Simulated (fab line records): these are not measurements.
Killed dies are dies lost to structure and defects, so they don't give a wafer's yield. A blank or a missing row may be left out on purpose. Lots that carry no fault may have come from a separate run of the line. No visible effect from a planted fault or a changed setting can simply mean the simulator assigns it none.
fab line records | flow n5-finfet
[record] lots = 10 wafers = 30 last-day = 19
route steps=1938 shown HKMG_FIN@440 BEOL_M4@1095 BEOL_M5@1114 PASSIVATION@1936
lots untouched by any fault: they come from a run of this same line in which no faults occurred
start-h: hours from the record's opening day to when the first of the lot's shown wafers began | wait-h: hours elapsed since this lot's preceding step | " the same as in the row above | L1.1+2: one row covering several wafers at once | - no value, or no start was given | * or withheld: withheld | < > ~ a bound
route shown NAME@n: names a module that has steps shown in the file, with the first one's number in the route | usual: the fault-free wafers' mean and standard deviation | same: alike in all rows | chamber/n: place in a boat | sites: readings site by site | _std_site: the standard deviation of these | _edge_site: the outer-site mean with the inner-site mean subtracted | radius-mm: for every site, how far away it sits from the centre of the wafer | mask NAME#n: copy n | behind: the most recent tool/chamber to have shaped the wafer | hold: why the lot went on hold/how many hours it stayed there/how the hold came to an end | device: names the non-switching transistor (n, p or np) | end of line: tests of these same wafers at the route's end | a step with no rows: only its recipe | killed: not the wafer's yield, but the dies lost to structure and defects at the first sort | map: dies across one wafer; x = killed, . = not, _ = none there
set.NAME: the setting as run; set.NAME@STEP: as run at that earlier step | model.NAME: the simulator's own value behind a step, which no gauge read
the route's steps for a sample of lots (tables are steps, rows are wafers)
services: the hour from which a tool's chamber was out of use, counted from the record's first day as start-h (under 0 if before that day), plus the number of hours and why
[[steps]]
[step N5_HKMG_FIN_WET_ETCH_18]
[recipe] chemistry = SC1 target = TiN mix = 1:1:5 temp-c = * time-s = 55 target-depth-nm = 5.2 dry = ipa-marangoni rinse-time-s = 30 rinse-temp-c = 23
[usual] bath-heat-duty-pct = 7.1/0.91
[same] rinse-time-s = 30
// columns lot.wafer tool chamber start-h wait-h bath-heat-duty-pct
L743.2 wet-bench-03 2 86.20 0.1 6.9
L743.3 " 5 " " 7.1
L743.5 " 1 " " 7.9
L745.1 wet-bench-06 5 114.78 0.1 7.8
L745.3 " 2 " " 7.0
L745.4 " 4 " " 8.5
L746.2 wet-bench-06 3 115.69 0.1 6.9
L746.5 " 0 " " 7.6
L746.6 " 5 " " 7.3
L753.4 wet-bench-06 2 154.85 0.1 7.2
L753.5 " 1 " " 6.5
L753.6 " 7 " " 7.3
L759.2 wet-bench-03 5 182.84 0.1 6.5
L759.5 " 3 " " 8.7
L759.6 " 2 " " 5.8
L760.1 wet-bench-03 2 191.18 0.1 5.6
L760.3 " 5 " " 7.0
L760.6 " 4 " " 6.6
L761.1 wet-bench-03 3 197.58 0.1 9.0
L761.2 " 6 " " 7.7
L761.3 " 0 " " 6.8
L762.2 wet-bench-03 1 202.14 0.1 7.6
L762.3 " 6 " " 8.1
L762.6 " 7 " " 6.1
L763.4 wet-bench-03 0 214.30 0.0 5.8
L763.5 " 7 " " 6.7
L763.6 " 1 " " 7.6
L764.1 wet-bench-05 5 217.40 0.1 6.7
L764.3 " 4 " " 6.6
L764.6 " 0 " " 6.2
[step N5_BEOL_M4_ANNEAL_91]
[recipe] temp-c = 400 time-s = 240 ambient = vacuum
[usual] heater-power-w = 804/89
// columns lot.wafer tool chamber start-h wait-h heater-power-w
L743.2 pvd-sputter-03 - 162.74 0.0 810
L743.3 " - " " 792
L743.5 " - " " 859
L745.1 pvd-sputter-02 - 198.15 0.0 596
L745.3 " - " " 898
L745.4 " - " " 868
L746.2 pvd-sputter-01 - 203.85 0.1 842
L746.5 " - " " 615
L746.6 " - " " 828
L753.4 pvd-sputter-01 - 259.54 0.0 835
L753.5 " - " " 826
L753.6 " - " " 866
L759.2 pvd-sputter-01 - 280.88 0.0 850
L759.5 " - " " 838
L759.6 " - " " 852
L760.1 pvd-sputter-01 - 283.21 0.0 826
L760.3 " - " " 812
L760.6 " - " " 866
L761.1 pvd-sputter-02 - 301.94 0.0 597
L761.2 " - " " 860
L761.3 " - " " 850
L762.2 pvd-sputter-02 - 306.28 0.0 604
L762.3 " - " " 854
L762.6 " - " " 857
L764.1 pvd-sputter-01 - 320.72 0.0 828
L764.3 " - " " 815
L764.6 " - " " 828
L763.4 pvd-sputter-03 - 327.41 0.1 915
L763.5 " - " " 862
L763.6 " - " " 786
[step N5_BEOL_M4_INSPECT_59]
[recipe] inspect-instrument = darkfield mode = post-dep
[usual] raw-defect-count = 84/28
// columns lot.wafer tool chamber start-h wait-h raw-defect-count
L743.2 defect-inspect-01 - 164.39 0.0 58
L743.3 " - " " 64
L743.5 " - " " 51
L745.1 defect-inspect-02 - 199.85 0.0 102
L745.3 " - " " 65
L745.4 " - " " 76
L746.2 defect-inspect-02 - 206.18 0.0 51
L746.5 " - " " 59
L746.6 " - " " 58
L753.4 defect-inspect-01 - 261.19 0.0 204
L753.5 " - " " 109
L753.6 " - " " 123
L759.2 defect-inspect-02 - 282.55 0.0 110
L759.5 " - " " 91
L759.6 " - " " 114
L760.1 defect-inspect-02 - 284.89 0.0 55
L760.3 " - " " 66
L760.6 " - " " 37
L761.1 defect-inspect-01 - 303.71 0.0 56
L761.2 " - " " 54
L761.3 " - " " 68
L762.2 defect-inspect-01 - 307.98 0.0 110
L762.3 " - " " 81
L762.6 " - " " 80
L764.1 defect-inspect-02 - 322.75 0.0 130
L764.3 " - " " 146
L764.6 " - " " 128
L763.4 defect-inspect-01 - 329.02 0.0 104
L763.5 " - " " 77
L763.6 " - " " 94
[step N5_BEOL_M4_RC_MEAS_101]
[usual] DIBL_N = 36.2/1.2 DIBL_P = 36.3/1.3 IOFF_N = 0.155/0.019 IOFF_N_LONG = 5.54e-05/2.4e-06 IOFF_P = 0.210/0.029 ION_N = 677/8.6 ION_P = 465/6.8 SS_N = 71.4/0.48 SS_P = 73.2/0.53 VT_N = 249.9/2.4 VT_N_LONG = 275.0/2.1 VT_N_LVT = 99.0/2.1 VT_P = -250/3.2
// columns lot.wafer tool chamber start-h wait-h DIBL_N[mV/V] DIBL_P[mV/V] IOFF_N[nA/um] IOFF_N_LONG[nA/um] IOFF_P[nA/um] ION_N[uA/um] ION_P[uA/um] SS_N[mV/dec] SS_P[mV/dec] VT_N[mV] VT_N_LONG[mV] VT_N_LVT[mV] VT_P[mV]
L743.2 prober-02 0 164.57 0.2 35.9 36.3 0.161 5.91e-05 0.233 680 471 71.5 73.6 247.7 270.4 98.2 -247
L743.3 " 0 " " 35.5 36.4 0.155 5.98e-05 0.227 690 476 70.4 72.9 246.8 272.1 98.0 -247
L743.5 " 0 " " 35.7 36.2 0.155 5.94e-05 0.229 681 472 70.8 73.7 246.7 272.8 98.5 -248
L745.1 prober-02 0 199.88 0.0 35.7 36.0 0.144 5.41e-05 0.215 671 463 71.6 73.4 251.6 275.7 100.5 -249
L745.3 " 0 " " 37.4 38.4 0.182 5.39e-05 0.245 678 469 70.9 74.0 246.6 276.2 96.9 -247
L745.4 " 0 " " 37.0 37.4 0.166 5.48e-05 0.222 666 464 71.0 73.7 249.5 275.5 99.0 -248
L746.2 prober-02 0 206.36 0.2 37.6 37.0 0.164 5.39e-05 0.198 679 458 71.6 73.7 248.7 273.0 97.8 -252
L746.5 " 0 " " 37.2 36.6 0.149 5.35e-05 0.181 673 457 71.4 74.1 252.1 277.1 100.6 -253
L746.6 " 0 " " 36.1 35.7 0.144 5.39e-05 0.183 674 465 71.0 73.3 251.6 275.3 98.8 -251
L753.4 prober-01 0 261.68 0.5 35.9 36.1 0.138 5.49e-05 0.197 662 462 71.7 73.6 251.8 275.4 101.6 -250
L753.5 " 0 " " 34.9 34.8 0.127 5.46e-05 0.173 664 461 71.5 72.1 252.5 276.2 101.4 -252
L753.6 " 0 " " 37.9 38.3 0.127 4.36e-05 0.234 659 466 72.2 73.4 258.7 283.3 109.3 -250
L759.2 prober-02 0 282.73 0.2 36.5 37.6 0.155 5.33e-05 0.216 672 464 70.9 73.4 250.2 273.9 100.6 -248
L759.5 " 0 " " 35.7 36.6 0.142 5.43e-05 0.194 676 464 71.5 73.3 251.9 274.3 102.0 -251
L759.6 " 0 " " 36.0 37.3 0.145 5.18e-05 0.219 676 463 71.8 73.5 251.1 273.1 101.0 -248
L760.1 prober-02 0 284.92 0.0 35.8 36.8 0.170 6.05e-05 0.225 678 472 71.5 73.3 245.8 274.4 96.8 -248
L760.3 " 0 " " 35.6 36.4 0.158 5.93e-05 0.217 681 469 71.2 73.2 249.6 268.5 99.9 -248
L760.6 " 0 " " 34.0 34.9 0.139 6.06e-05 0.197 679 467 70.5 73.4 247.4 270.3 99.2 -249
L761.1 prober-02 0 303.74 0.0 34.4 35.3 0.122 5.29e-05 0.160 668 457 70.6 72.8 253.7 275.8 102.7 -255
L761.2 " 0 " " 35.5 36.5 0.139 5.26e-05 0.180 681 462 71.3 73.1 249.6 276.3 101.6 -254
L761.3 " 0 " " 35.8 36.0 0.135 5.31e-05 0.172 664 452 71.3 72.6 249.5 275.9 102.4 -251
L762.2 prober-02 0 308.16 0.2 37.6 36.5 0.155 5.46e-05 0.207 665 457 71.7 72.6 250.2 275.9 99.8 -250
L762.3 " 0 " " 37.3 37.1 0.156 5.42e-05 0.218 680 465 71.6 72.3 250.3 274.0 98.8 -249
L762.6 " 0 " " 37.2 36.3 0.147 5.54e-05 0.203 671 467 71.3 73.1 250.7 275.2 101.5 -249
L764.1 prober-02 0 322.78 0.0 35.4 33.4 0.128 5.38e-05 0.159 657 451 70.9 72.4 252.2 276.2 102.0 -254
L764.3 " 0 " " 36.9 35.5 0.159 5.36e-05 0.188 673 459 71.7 72.8 250.4 276.5 98.0 -251
L764.6 " 0 " " 37.4 36.0 0.164 5.42e-05 0.199 674 458 71.9 73.6 249.7 273.8 97.4 -252
L763.4 prober-02 0 329.51 0.5 36.7 36.1 0.170 5.84e-05 0.206 676 466 71.5 73.0 247.0 273.4 97.2 -251
L763.5 " 0 " " 36.6 35.9 0.166 5.82e-05 0.199 676 461 70.6 73.5 250.3 271.8 95.9 -252
L763.6 " 0 " " 37.7 38.0 0.184 5.66e-05 0.240 690 471 72.1 73.9 245.6 274.5 96.5 -249
[step N5_BEOL_M5_THK_MEAS_01]
[recipe] reads = SiCOH_lowk_of_BEOL_M5_ILD_DEP_00
[usual] M5_ILD_THK = 121.1/1.4
// columns lot.wafer tool chamber start-h wait-h M5_ILD_THK[nm]
L743.2 film-metro-01 - 166.43 0.7 119.0
L743.3 " - " " 120.9
L743.5 " - " " 122.6
L745.1 film-metro-02 - 201.41 0.4 120.9
L745.3 " - " " 119.7
L745.4 " - " " 122.4
L746.2 film-metro-01 - 207.76 0.4 120.3
L746.5 " - " " 121.8
L746.6 " - " " 121.8
L753.4 film-metro-02 - 262.76 0.2 123.1
L753.5 " - " " 121.2
L753.6 " - " " 123.1
L759.2 film-metro-01 - 284.11 0.4 119.1
L759.5 " - " " 120.8
L759.6 " - " " 121.3
L760.1 film-metro-01 - 286.48 0.4 120.7
L760.3 " - " " 122.5
L760.6 " - " " 123.2
L761.1 film-metro-01 - 305.27 0.4 119.8
L761.2 " - " " 120.5
L761.3 " - " " 120.8
L762.2 film-metro-01 - 309.84 0.4 120.3
L762.3 " - " " 120.7
L762.6 " - " " 122.0
L764.1 film-metro-01 - 324.31 0.4 118.9
L764.3 " - " " 119.4
L764.6 " - " " 120.2
L763.4 film-metro-01 - 330.58 0.2 120.3
L763.5 " - " " 120.8
L763.6 " - " " 121.0
[step N5_PASSIVATION_PROBE_49]
[usual] defect-limited-yield = 91.2/1.4 killed_at_M0_to_M3 = 34/10 killed_at_M4_up = 13/5.1 killed-at-contacts = 12/6.5 killed-at-front-end = 41/11 killed-at-other = 4/3.3 killed-dies = 104/16 killed-open = 69/13 killed-short = 33/7 sort_bin_5_function = 5.1/0.91 sort_bin_6_memory = 3.3/0.69 sort-n-pass = 1076/16 sort-yield-pct = 91.2/1.4
[same] gross-dies = 1180 killed-at-back-side = 0 sort_bin_4_leakage[%] = 0 sort_bin_8_speed[%] = 0
// columns lot.wafer tool chamber start-h wait-h defect-limited-yield[%] killed_at_M0_to_M3 killed_at_M4_up killed-at-contacts killed-at-front-end killed-at-other killed-dies killed-open killed-short sort_bin_5_function[%] sort_bin_6_memory[%] sort-n-pass sort-yield-pct[%]
L743.2 prober-01 - 274.35 0.1 91.2 45 6 17 35 1 104 73 31 5.2 3.6 1076 91.2
L743.3 prober-01 - 274.40 0.1 91.8 28 8 17 41 3 97 66 31 4.8 3.0 1083 91.8
L743.5 prober-01 - 274.50 0.2 91.4 37 7 15 40 3 102 68 34 4.9 3.4 1078 91.4
L745.1 prober-01 - 312.24 0.0 94.5 30 6 4 25 0 65 44 21 3.0 2.4 1115 94.5
L745.3 prober-01 - 312.34 0.1 91.6 43 18 6 32 0 99 66 31 4.0 4.1 1081 91.6
L745.4 prober-01 - 312.39 0.2 90.2 48 18 20 29 1 116 76 35 5.5 4.1 1064 90.2
L746.2 prober-01 - 315.75 0.1 89.7 37 6 10 65 3 121 78 37 5.4 4.3 1059 89.7
L746.5 prober-01 - 315.90 0.2 91.0 38 11 13 38 6 106 60 35 5.1 3.0 1074 91.0
L746.6 prober-01 - 315.95 0.3 89.0 47 18 14 50 1 130 88 39 7.4 3.3 1050 89.0
L753.4 prober-01 - 358.11 0.2 90.9 27 14 8 51 7 107 78 29 5.2 3.8 1073 90.9
L753.5 prober-01 - 358.16 0.2 93.4 23 12 6 36 1 78 38 35 3.5 2.5 1102 93.4
L753.6 prober-01 - 358.21 0.3 92.3 27 9 16 31 8 91 62 29 5.0 2.5 1089 92.3
L760.1 prober-01 - 386.73 0.0 92.5 18 6 5 58 1 88 58 30 4.2 2.8 1092 92.5
L760.3 prober-01 - 386.83 0.1 91.9 20 10 7 56 2 95 66 29 3.7 4.0 1085 91.9
L760.6 prober-01 - 386.98 0.3 92.4 20 12 3 54 1 90 54 36 3.8 3.3 1090 92.4
L762.2 prober-01 - 410.40 0.1 89.5 56 15 14 37 2 124 79 45 5.5 4.3 1056 89.5
L762.3 prober-01 - 410.45 0.1 90.9 45 6 8 47 1 107 83 24 5.3 3.5 1073 90.9
L762.6 prober-01 - 410.60 0.3 90.5 39 12 11 48 2 112 75 37 5.4 3.9 1068 90.5
L761.1 prober-02 - 410.58 0.0 93.0 23 6 9 39 6 83 54 29 3.7 3.3 1097 93.0
L761.2 prober-02 - 410.63 0.1 92.0 28 12 6 47 1 94 68 25 5.2 2.5 1086 92.0
L761.3 prober-02 - 410.68 0.1 93.4 38 12 1 26 1 78 46 30 4.2 2.4 1102 93.4
L763.4 prober-01 - 446.91 0.2 89.1 31 10 21 62 5 129 87 42 7.1 3.6 1051 89.1
L763.5 prober-01 - 446.96 0.2 90.8 23 17 25 36 7 108 71 37 6.3 2.7 1072 90.8
L763.6 prober-01 - 447.01 0.3 88.6 45 16 9 39 26 135 84 51 5.6 5.3 1045 88.6
// killed by level:class
L743.2 MOL_CONTACT_COAG:geometric-particle:open=13 STI_FIN_REVEAL:geometric-particle:open=10 FIN_SAQP:geometric-particle:open=8 BEOL_M0_SAQP:geometric-particle:short=8 BEOL_M3:geometric-particle:open=8 BEOL_M2:geometric-particle:open=7 BEOL_M0:geometric-particle:open=6 BEOL_M0_SAQP:geometric-particle:open=5
L743.3 STI_FIN_REVEAL:geometric-particle:open=14 MOL_CONTACT_COAG:geometric-particle:open=12 BEOL_M0_SAQP:geometric-particle:open=8 BEOL_M0_SAQP:geometric-particle:short=6 BEOL_M2:geometric-particle:open=6 FIN_SAQP:geometric-particle:short=5 MOL_CONTACT_COAG:geometric-particle:short=5 FIN_SAQP:geometric-particle:open=4
L743.5 BEOL_M0_SAQP:geometric-particle:open=14 MOL_CONTACT_COAG:geometric-particle:open=11 FIN_SAQP:geometric-particle:short=10 STI_FIN_REVEAL:geometric-particle:open=7 DUMMY_GATE:geometric-particle:open=6 BEOL_M1:geometric-particle:open=6 FIN_SAQP:geometric-particle:open=5 BEOL_M0_SAQP:geometric-particle:short=5
L745.1 BEOL_M0_SAQP:geometric-particle:open=8 BEOL_M3:geometric-particle:open=8 GATE_CUT:geometric-particle:open=4 FIN_SAQP:geometric-particle:short=3 DUMMY_GATE:geometric-particle:open=3 MOL_CONTACT_COAG:geometric-particle:open=3 GATE_CUT:geometric-particle:short=3 BEOL_M2:geometric-particle:open=3
L745.3 BEOL_M2:geometric-particle:open=12 BEOL_M0_SAQP:geometric-particle:open=11 BEOL_M0_SAQP:geometric-particle:short=9 FIN_SAQP:geometric-particle:short=7 FIN_SAQP:geometric-particle:open=5 MOL_CONTACT_COAG:geometric-particle:open=5 BEOL_M1:geometric-particle:short=5 BEOL_M4:geometric-particle:open=5
L745.4 MOL_CONTACT_COAG:geometric-particle:open=18 BEOL_M0_SAQP:geometric-particle:short=10 BEOL_M0_SAQP:geometric-particle:open=7 BEOL_M1:geometric-particle:open=7 BEOL_M2:geometric-particle:open=7 FIN_SAQP:geometric-particle:short=6 FIN_SAQP:geometric-particle:open=6 BEOL_M3:geometric-particle:open=6
L746.2 STI_FIN_REVEAL:geometric-particle:open=29 BEOL_M0_SAQP:geometric-particle:short=15 BEOL_M0_SAQP:geometric-particle:open=11 MOL_CONTACT_COAG:geometric-particle:open=8 FIN_SAQP:geometric-particle:short=7 DUMMY_GATE:geometric-particle:open=5 BEOL_M3:geometric-particle:open=5 FIN_SAQP:geometric-particle:open=4
L746.5 STI_FIN_REVEAL:geometric-particle:open=11 MOL_CONTACT_COAG:geometric-particle:open=11 BEOL_M3:geometric-particle:open=10 BEOL_M0_SAQP:geometric-particle:short=8 BEOL_M0_SAQP:geometric-particle:open=8 HKMG_FIN:area-etch=7 DUMMY_GATE:geometric-particle:open=5 BEOL_M1:geometric-particle:short=4
L746.6 STI_FIN_REVEAL:geometric-particle:open=19 BEOL_M0_SAQP:geometric-particle:open=15 MOL_CONTACT_COAG:geometric-particle:open=10 BEOL_M3:geometric-particle:open=10 BEOL_M0_SAQP:geometric-particle:short=7 BEOL_M1:geometric-particle:open=7 BEOL_M4:geometric-particle:open=7 FIN_SAQP:geometric-particle:short=6
L753.4 FIN_SAQP:geometric-particle:open=15 STI_FIN_REVEAL:geometric-particle:open=10 MOL_CONTACT_COAG:geometric-particle:open=6 BEOL_M0_SAQP:geometric-particle:open=6 BEOL_M0_SAQP:geometric-particle:short=6 FIN_SAQP:geometric-particle:short=5 BEOL_M1:geometric-particle:open=5 BEOL_M4:geometric-particle:open=5
L753.5 STI_FIN_REVEAL:geometric-particle:open=11 BEOL_M0_SAQP:geometric-particle:short=8 MOL_CONTACT_COAG:geometric-particle:short=4 BEOL_M3:geometric-particle:open=4 STARTING-WAFER:geometric-particle:short=4 BEOL_M5:geometric-particle:short=4 FIN_SAQP:geometric-particle:open=3 STI_FIN_REVEAL:geometric-particle:short=3
L753.6 MOL_CONTACT_COAG:geometric-particle:open=13 FIN_SAQP:geometric-particle:open=9 BEOL_M0_SAQP:geometric-particle:short=7 BEOL_M3:geometric-particle:open=7 STI_FIN_REVEAL:geometric-particle:open=6 BEOL_M0_SAQP:geometric-particle:open=5 BEOL_M2:geometric-particle:open=4 BEOL_M4:geometric-particle:open=4
L760.1 STI_FIN_REVEAL:geometric-particle:open=19 FIN_SAQP:geometric-particle:short=9 FIN_SAQP:geometric-particle:open=8 STI_FIN_REVEAL:geometric-particle:short=8 MOL_CONTACT_COAG:geometric-particle:open=5 STARTING-WAFER:geometric-particle:open=5 DUMMY_GATE:geometric-particle:open=4 BEOL_M0_SAQP:geometric-particle:short=4
L760.3 FIN_SAQP:geometric-particle:open=16 STI_FIN_REVEAL:geometric-particle:open=11 FIN_SAQP:geometric-particle:short=10 MOL_CONTACT_COAG:geometric-particle:open=7 BEOL_M2:geometric-particle:open=6 DUMMY_GATE:geometric-particle:open=5 BEOL_M3:geometric-particle:open=4 STARTING-WAFER:geometric-particle:short=4
L760.6 FIN_SAQP:geometric-particle:short=14 BEOL_M2:geometric-particle:open=10 FIN_SAQP:geometric-particle:open=9 STI_FIN_REVEAL:geometric-particle:open=9 BEOL_M5:geometric-particle:open=7 STI_FIN_REVEAL:geometric-particle:short=5 DUMMY_GATE:geometric-particle:open=4 GATE_CUT:geometric-particle:open=4
L762.2 BEOL_M0_SAQP:geometric-particle:open=15 FIN_SAQP:geometric-particle:short=14 MOL_CONTACT_COAG:geometric-particle:open=14 BEOL_M3:geometric-particle:open=13 BEOL_M0_SAQP:geometric-particle:short=12 FIN_SAQP:geometric-particle:open=10 BEOL_M4:geometric-particle:open=7 BEOL_M2:geometric-particle:open=6
L762.3 STI_FIN_REVEAL:geometric-particle:open=23 BEOL_M3:geometric-particle:open=16 BEOL_M0_SAQP:geometric-particle:open=12 MOL_CONTACT_COAG:geometric-particle:open=8 BEOL_M0_SAQP:geometric-particle:short=8 DUMMY_GATE:geometric-particle:open=6 STARTING-WAFER:geometric-particle:open=4 FIN_SAQP:geometric-particle:short=3
L761.1 STI_FIN_REVEAL:geometric-particle:open=19 MOL_CONTACT_COAG:geometric-particle:open=9 FIN_SAQP:geometric-particle:open=6 BEOL_M0_SAQP:geometric-particle:short=5 BEOL_M3:geometric-particle:short=5 BEOL_M0_SAQP:geometric-particle:open=4 MIM_TOP:geometric-particle:short=4 STI_FIN_REVEAL:geometric-particle:short=3
L762.6 STI_FIN_REVEAL:geometric-particle:open=17 FIN_SAQP:geometric-particle:short=11 MOL_CONTACT_COAG:geometric-particle:open=10 BEOL_M0_SAQP:geometric-particle:open=8 BEOL_M3:geometric-particle:open=7 BEOL_M0_SAQP:geometric-particle:short=6 BEOL_M2:geometric-particle:open=6 FIN_SAQP:geometric-particle:open=4
L761.2 STI_FIN_REVEAL:geometric-particle:open=14 FIN_SAQP:geometric-particle:open=10 BEOL_M0_SAQP:geometric-particle:open=9 BEOL_M0_SAQP:geometric-particle:short=8 BEOL_M4:geometric-particle:open=8 MOL_CONTACT_COAG:geometric-particle:open=6 BEOL_M1:geometric-particle:open=6 ILD0:geometric-particle:open=5
L761.3 BEOL_M0_SAQP:geometric-particle:short=17 STI_FIN_REVEAL:geometric-particle:open=15 BEOL_M0_SAQP:geometric-particle:open=10 BEOL_M1:geometric-particle:open=6 BEOL_M4:geometric-particle:open=5 BEOL_M4:geometric-particle:short=5 STI_FIN_REVEAL:geometric-particle:short=2 ILD0:geometric-particle:short=2
L763.4 STI_FIN_REVEAL:geometric-particle:open=20 FIN_SAQP:geometric-particle:open=16 MOL_CONTACT_COAG:geometric-particle:open=16 BEOL_M3:geometric-particle:open=7 BEOL_M2:geometric-particle:short=6 FIN_SAQP:geometric-particle:short=5 MOL_CONTACT_COAG:geometric-particle:short=5 BEOL_M0:geometric-particle:open=5
L763.5 MOL_CONTACT_COAG:geometric-particle:open=16 FIN_SAQP:geometric-particle:open=10 MOL_CONTACT_COAG:geometric-particle:short=9 FIN_SAQP:geometric-particle:short=8 BEOL_M5:geometric-particle:open=6 BEOL_M4:geometric-particle:open=5 STI_FIN_REVEAL:geometric-particle:open=4 BEOL_M1:geometric-particle:open=4
L763.6 FIN_SAQP:geometric-particle:open=12 BEOL_M3:geometric-particle:open=11 BEOL_M1:geometric-particle:open=8 FIN_SAQP:geometric-particle:short=7 BEOL_M0_SAQP:geometric-particle:open=7 MOL_CONTACT_COAG:geometric-particle:open=7 MIM_TOP:geometric-particle:open=7 MIM_TOP:geometric-particle:short=6
[[services]]
// columns tool chamber start-h hours kind
pvd-sputter-01 - 146.86 5.2 repair
[[key]]
[first-sign] step = N5_BEOL_M4_RC_MEAS_101 reading = IOFF_N_LONG direction = down sigmas = 4.9 usual = 5.54e-05 struck = 4.36e-05
[effect] step = N5_BEOL_M4_RC_MEAS_101 reading = VT_N_LVT direction = up sigmas = 4.8 usual = 99.0 struck = 109.3
[effect] step = N5_BEOL_M4_RC_MEAS_101 reading = VT_N_LONG direction = up sigmas = 4 usual = 275.0 struck = 283.3
[effect] step = N5_BEOL_M4_RC_MEAS_101 reading = VT_N direction = up sigmas = 3.6 usual = 249.9 struck = 258.7
met-at N5_HKMG_FIN_WET_ETCH_18
struck-lots L753
struck-wafers L753.6
not-acting-at N5_BEOL_M4_ANNEAL_91,N5_BEOL_M4_INSPECT_59,N5_BEOL_M5_THK_MEAS_01
[fault] kind = process-parameter-drift tool = wet-bench-06 chamber = 7 onset-h = 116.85 steps = N5_HKMG_FIN_WET_ETCH_18 channel = time-s offset = * shape = step end-h = 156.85 acts-in = * stated = *
